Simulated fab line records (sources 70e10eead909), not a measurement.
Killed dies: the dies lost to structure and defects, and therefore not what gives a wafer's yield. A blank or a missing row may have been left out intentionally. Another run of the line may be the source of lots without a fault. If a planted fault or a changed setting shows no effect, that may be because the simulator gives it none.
fab line records -- flow nandHarc -- part 2 of 2: steps 22 to 29 of 29
record: lots: 5, wafers: 15, lastDay: 27
route steps=1159 shown A_CONTACT@949 A_BLC@964
lots untouched by any fault: they come from a run of this same line in which no faults occurred
startH: hours from the record's opening day to when the first of the lot's shown wafers began -- waitH: how many hours have passed since the lot's step before this one -- " identical to the entry in the row above -- L1.1+2: several wafers, shown together as one row -- - no value present, or no start provided -- * or withheld: withheld -- < > ~ a bound
route shown NAME@n: names a module that has steps shown in the file, with the first one's number in the route -- usual: mean/standard deviation taken from wafers without a fault -- same: alike in all rows -- chamber/n: place in a boat -- sites: the reading at each site -- _std_site: standard deviation across them -- _edge_site: the outer-site mean with the inner-site mean subtracted -- radiusMm: for every site, how far away it sits from the centre of the wafer -- mask NAME#n: copy n -- behind: the last tool/chamber to shape the wafer -- hold: what put the lot on hold/how long, in hours/how the hold closed -- device: which transistor (n, p or np) failed to switch -- end of line: the tests these same wafers got at the end of their route -- a step with no rows: only its recipe -- killed: dies that structure and defects cost at the first sort, which is not the same as the wafer's yield -- map: the dies of a wafer, with x for killed, . for not killed, _ for no die there
set.NAME: the setting the step ran with; set.NAME@STEP: the setting that earlier step ran with -- model.NAME: the simulator's own value behind a step, which no gauge read
certain route steps with their lots: each step a table, each wafer a row
services: the hour from which a tool's chamber was out of use, counted from the record's first day as startH (under 0 if before that day), plus the number of hours and why
== steps ==
step: NHARC_A_BLC_EXPOSE_07
recipe: na: 1.35, targetCdNm: 100, doseMj: 67.97, maskId: A_BLC
usual: reticleTempC: 22.99/0.11
lot.wafer,tool,chamber,startH,waitH,mask,reticleTempC
L077.2,arfiScanner-03,0,494.14,-,A_BLC#0,23.05
L077.3,arfiScanner-03,0,494.14,-,A_BLC#0,22.93
L077.5,arfiScanner-03,0,494.14,-,A_BLC#0,22.97
L079.1,arfiScanner-01,0,524.48,-,A_BLC#0,22.96
L079.2,arfiScanner-01,0,524.48,-,A_BLC#0,23.03
L079.3,arfiScanner-01,0,524.48,-,A_BLC#0,22.98
L085.3,arfiScanner-02,0,549.85,-,A_BLC#0,23.03
L085.4,arfiScanner-02,0,549.85,-,A_BLC#0,22.91
L085.5,arfiScanner-02,0,549.85,-,A_BLC#0,23.14
L093.3,arfiScanner-03,0,554.51,-,A_BLC#0,23.08
L093.4,arfiScanner-03,0,554.51,-,A_BLC#0,22.96
L093.5,arfiScanner-03,0,554.51,-,A_BLC#0,23.05
L086.2,arfiScanner-02,0,581.82,-,A_BLC#0,23.02
L086.4,arfiScanner-02,0,581.82,-,A_BLC#0,22.96
L086.6,arfiScanner-02,0,581.82,-,A_BLC#0,22.95
step: NHARC_A_BLC_PEB_08
recipe: pebTempC: 100, pebTimeS: 65
usual: plateTempC: 99.99/0.14, resistLineTempC: 23.03/0.11
lot.wafer,tool,chamber,startH,waitH,plateTempC,resistLineTempC
L077.2,lithoTrack-06,0,494.20,0.1,99.88,23.02
L077.3,lithoTrack-06,0,494.20,0.1,99.88,23.18
L077.5,lithoTrack-06,0,494.20,0.1,100.01,23.04
L079.1,lithoTrack-06,0,524.54,0.1,99.89,22.98
L079.2,lithoTrack-06,0,524.54,0.1,99.74,22.98
L079.3,lithoTrack-06,0,524.54,0.1,99.94,22.97
L085.3,lithoTrack-06,0,549.91,0.0,100.01,22.97
L085.4,lithoTrack-06,0,549.91,0.0,100.10,22.98
L085.5,lithoTrack-06,0,549.91,0.0,100.09,23.00
L093.3,lithoTrack-01,0,554.56,0.0,99.80,22.94
L093.4,lithoTrack-01,0,554.56,0.0,99.87,23.09
L093.5,lithoTrack-01,0,554.56,0.0,99.68,23.16
L086.2,lithoTrack-01,0,581.88,0.1,99.79,23.10
L086.4,lithoTrack-01,0,581.88,0.1,100.00,23.14
L086.6,lithoTrack-01,0,581.88,0.1,100.01,23.15
step: NHARC_A_BLC_DEVELOP_09
recipe: developTimeS: 35, devTempC: 23
usual: resistLineTempC: 22.99/0.11
lot.wafer,tool,chamber,startH,waitH,resistLineTempC
L077.2,lithoTrack-06,0,-,-,23.13
L077.3,lithoTrack-06,0,-,-,22.96
L077.5,lithoTrack-06,0,-,-,22.95
L079.1,lithoTrack-06,0,-,-,22.99
L079.2,lithoTrack-06,0,-,-,23.04
L079.3,lithoTrack-06,0,-,-,23.14
L085.3,lithoTrack-06,0,-,-,22.75
L085.4,lithoTrack-06,0,-,-,23.08
L085.5,lithoTrack-06,0,-,-,23.04
L093.3,lithoTrack-01,0,-,-,22.96
L093.4,lithoTrack-01,0,-,-,23.14
L093.5,lithoTrack-01,0,-,-,23.01
L086.2,lithoTrack-01,0,-,-,22.87
L086.4,lithoTrack-01,0,-,-,22.80
L086.6,lithoTrack-01,0,-,-,22.87
step: NHARC_A_BLC_CD_MEAS_10
recipe: targetCdNm: 100, landingEnergyEv: 500
usual: cdNm: 100.4/0.61
lot.wafer,tool,chamber,startH,waitH,cdNm
L077.2,cdSem-02,0,494.28,-,99.2
L077.3,cdSem-02,0,494.28,-,100.1
L077.5,cdSem-02,0,494.28,-,99.2
L079.1,cdSem-01,0,524.62,-,99.3
L079.2,cdSem-01,0,524.62,-,99.6
L079.3,cdSem-01,0,524.62,-,100.1
L085.3,cdSem-03,0,549.99,-,100.4
L085.4,cdSem-03,0,549.99,-,100.5
L085.5,cdSem-03,0,549.99,-,100.9
L093.3,cdSem-03,0,554.64,-,100.8
L093.4,cdSem-03,0,554.64,-,101.1
L093.5,cdSem-03,0,554.64,-,100.3
L086.2,cdSem-02,0,581.96,-,100.9
L086.4,cdSem-02,0,581.96,-,100.6
L086.6,cdSem-02,0,581.96,-,100.9
step: NHARC_A_BLC_OVL_MEAS_11
usual: overlayXNm: 0.0/0.64, overlayYNm: -0.3/0.82
lot.wafer,tool,chamber,startH,waitH,overlayXNm,overlayYNm
L077.2,overlay-01,-,494.36,-,-0.6,-0.8
L077.3,overlay-01,-,494.36,-,-0.9,-0.9
L077.5,overlay-01,-,494.36,-,-0.1,-1.4
L079.1,overlay-02,-,524.71,-,-0.6,-0.6
L079.2,overlay-02,-,524.71,-,-0.2,-0.4
L079.3,overlay-02,-,524.71,-,-0.2,-0.1
L085.3,overlay-02,-,550.07,-,-0.8,0.2
L085.4,overlay-02,-,550.07,-,-0.7,0.2
L085.5,overlay-02,-,550.07,-,-0.6,0.7
L093.3,overlay-01,-,554.73,-,0.0,-0.5
L093.4,overlay-01,-,554.73,-,0.2,-0.9
L093.5,overlay-01,-,554.73,-,0.6,-0.3
L086.2,overlay-01,-,582.05,-,-0.5,-0.1
L086.4,overlay-01,-,582.05,-,-1.1,0.1
L086.6,overlay-01,-,582.05,-,-0.1,-0.2
step: NHARC_A_BLC_INSPECT_12
usual: rawDefectCount: 31/15
lot.wafer,tool,chamber,startH,waitH,rawDefectCount
L077.2,defectInspect-01,-,494.40,0.0,20
L077.3,defectInspect-01,-,494.40,0.0,21
L077.5,defectInspect-01,-,494.40,0.0,25
L079.1,defectInspect-01,-,524.74,0.0,14
L079.2,defectInspect-01,-,524.74,0.0,14
L079.3,defectInspect-01,-,524.74,0.0,13
L085.3,defectInspect-02,-,550.11,0.0,23
L085.4,defectInspect-02,-,550.11,0.0,16
L085.5,defectInspect-02,-,550.11,0.0,18
L093.3,defectInspect-02,-,554.76,0.0,38
L093.4,defectInspect-02,-,554.76,0.0,42
L093.5,defectInspect-02,-,554.76,0.0,34
L086.2,defectInspect-01,-,582.08,0.0,46
L086.4,defectInspect-01,-,582.08,0.0,45
L086.6,defectInspect-01,-,582.08,0.0,54
step: NHARC_A_BLC_DESCUM_15
recipe: timeS: 3, o2FlowSccm: 200, arFlowSccm: 0, biasPowerW: 0, chemistry: O2
usual: chamberPressureMTorr: 60.01/0.05, drypumpMotorCurrentA: 5.8/0.37, oesProductAu: 1.003/0.01, rfVppV: 57.8/0.99, showerheadPlenumPTorr: 1.93/0.086, throttleValvePct: 11.311/0.0098
lot.wafer,tool,chamber,startH,waitH,chamberPressureMTorr,drypumpMotorCurrentA,oesProductAu,rfHoursCounterH,rfVppV,showerheadPlenumPTorr,throttleValvePct
L077.3,rieDiel-11,3,494.47,0.1,60.02,5.3,0.978,47,57.7,1.93,11.297
L077.2,rieDiel-11,1,494.47,0.1,60.00,5.8,0.991,47,56.8,1.95,11.315
L077.5,rieDiel-11,2,494.47,0.1,60.00,5.9,0.991,-,58.0,1.77,11.312
L079.1,rieDiel-11,2,524.81,0.1,59.99,5.9,0.980,56,56.9,1.76,11.325
L079.2,rieDiel-11,0,524.81,0.1,59.93,6.1,0.985,58,57.9,2.03,11.295
L079.3,rieDiel-11,1,524.81,0.1,59.98,5.8,0.986,60,58.6,1.95,11.320
L085.3,rieDiel-01,2,550.17,0.1,59.95,6.0,1.016,4,59.1,2.03,11.302
L085.4,rieDiel-01,3,550.17,0.1,59.99,5.7,1.006,5,58.5,1.89,11.298
L085.5,rieDiel-01,2,550.17,0.1,59.97,6.0,1.014,-,58.9,2.03,11.321
L093.3,rieDiel-12,1,554.82,0.1,60.01,6.4,1.001,18,57.3,1.95,11.309
L093.4,rieDiel-12,3,554.82,0.1,60.01,5.9,1.010,18,59.1,2.05,11.304
L093.5,rieDiel-12,2,554.82,0.1,60.05,5.3,1.003,-,56.7,1.83,11.293
L086.4,rieDiel-01,3,582.15,0.1,59.98,5.7,1.000,9,59.4,1.89,11.304
L086.2,rieDiel-01,1,582.15,0.1,60.04,6.4,0.995,9,57.5,1.83,11.324
L086.6,rieDiel-01,2,582.15,0.1,59.98,6.0,1.017,-,58.1,2.02,11.309
step: NHARC_A_BLC_ETCH_16
recipe: targetDepthA: 390, overEtchFrac: 0.3, timeS: 65, ionEnergyEv: 80, cf4FlowSccm: 150, arFlowSccm: 0, rfW: 300, biasW: 100, chemistry: CF4
usual: chamberPressureMTorr: 49.99/0.045, drypumpMotorCurrentA: 5.8/0.36, oesProductAu: 1.003/0.01, rfVppV: 151.4/1.3, showerheadPlenumPTorr: 1.78/0.074, throttleValvePct: 13.284/0.009
lot.wafer,tool,chamber,startH,waitH,chamberPressureMTorr,drypumpMotorCurrentA,oesProductAu,rfHoursCounterH,rfVppV,showerheadPlenumPTorr,throttleValvePct
L077.2,rieDiel-11,0,494.78,0.3,50.02,6.1,1.006,45,153.4,1.88,13.284
L077.3,rieDiel-11,1,494.78,0.3,50.03,5.8,1.001,47,150.8,1.80,13.289
L077.5,rieDiel-11,0,494.78,0.3,50.01,6.1,0.997,-,151.9,1.88,13.282
L079.1,rieDiel-11,2,524.94,0.1,49.99,5.9,0.997,56,150.1,1.64,13.287
L079.2,rieDiel-11,3,524.94,0.1,50.04,5.3,0.986,54,150.9,1.78,13.288
L079.3,rieDiel-11,1,524.94,0.1,50.05,5.8,0.997,60,152.3,1.80,13.294
L085.4,rieDiel-01,3,550.29,0.1,49.96,5.7,0.990,5,150.0,1.75,13.296
L085.3,rieDiel-01,1,550.29,0.1,50.02,6.4,0.981,5,150.4,1.70,13.294
L085.5,rieDiel-01,3,550.29,0.1,50.04,5.8,0.995,-,151.9,1.75,13.285
L093.4,rieDiel-12,0,554.92,0.1,49.87,5.4,1.027,17,150.1,1.72,13.307
L093.3,rieDiel-12,1,554.92,0.1,49.93,6.4,1.010,18,152.2,1.80,13.281
L093.5,rieDiel-12,2,554.92,0.1,49.98,5.3,0.998,-,151.1,1.70,13.292
L086.4,rieDiel-01,3,582.23,0.1,49.97,5.7,1.003,9,149.0,1.75,13.256
L086.2,rieDiel-01,1,582.23,0.1,49.98,6.4,0.996,9,150.4,1.70,13.288
L086.6,rieDiel-01,3,582.23,0.1,49.98,5.8,1.008,-,149.5,1.75,13.269
== services ==
tool,chamber,startH,hours,kind
lithoTrack-01,-,443.00,7.0,pm
rieDiel-05,3,449.53,12.9,repair
rieDiel-04,3,461.57,8.7,repair
rieDiel-04,-,466.00,9.0,pm
lithoTrack-06,-,467.00,7.0,pm
wetBench-06,-,481.64,8.0,pm
rieDiel-05,1,481.75,4.3,repair
cmp-04,-,488.31,2.4,repair
lithoTrack-04,-,491.00,7.0,pm
rieDiel-01,-,491.80,9.0,pm
cmp-04,-,497.14,4.0,pm
rieDiel-11,3,498.28,13.9,repair
wetBench-03,-,498.40,8.0,pm
rieDiel-11,-,509.33,0.5,repair
rieDiel-11,2,517.00,3.4,repair
rieDiel-05,-,518.18,9.0,pm
rieDiel-01,2,535.56,1.7,repair
cmp-04,-,556.50,0.4,repair
rieDiel-04,-,566.05,0.4,repair
rieDiel-05,1,567.24,5.5,repair
rieDiel-04,0,570.01,2.7,repair
rieDiel-06,1,574.00,25.0,repair
rieDiel-06,-,579.84,0.8,repair
rieDiel-05,1,581.50,1.8,repair
